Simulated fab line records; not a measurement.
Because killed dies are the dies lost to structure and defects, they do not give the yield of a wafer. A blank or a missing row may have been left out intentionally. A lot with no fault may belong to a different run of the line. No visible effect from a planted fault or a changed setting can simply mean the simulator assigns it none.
Chamber matching ; flow n5 finfet ; N5_SD_EPI_N_LINER_46 on ald sin-01 has 4 sister chambers
The step material SiNx, target thk 3 nm. 4 wafers are shown with their chamber, then 10 later ones without.

== WAFERS WITH THEIR CHAMBER ==
wafer;chamber;heater power w (W)
L085.4;2;1016
L087.5;1;818
L092.2;0;938
L092.4;3;865

== WAFERS MISSING THEIR CHAMBER ==
wafer;heater power w (W)
L092.5;1024
L094.2;1018
L094.3;950
L094.5;801
L095.1;1013
L095.4;875
L095.6;944
L097.3;857
L097.5;864
L097.6;1013

== WHICH CHAMBER EACH ONE RAN IN ==
wafer;from the rows above;in truth
L092.5;2;2
L094.2;2;2
L094.3;0;0
L094.5;1;1
L095.1;2;2
L095.4;3;3
L095.6;0;0
L097.3;3;3
L097.5;3;3
L097.6;2;2
Correct placement for 10 of the 10. From these rows, 0 cannot be placed. 0 placed wrongly.
How it was worked out, from the rows above alone: a wafer's distance from a chamber is the root of the sum, over the readings, of the square of ((its reading less the chamber's mean) divided by the reading's scatter). If the next closest chamber is less than 2 further off than the closest, the wafer can't be placed; otherwise it belongs to the closest. For every chamber, the mean is computed from those of its wafers that are shown. The scatter (one wafer shown for each chamber): square how far every hidden wafer sits from the nearest shown wafer, average those squares and take the square root.
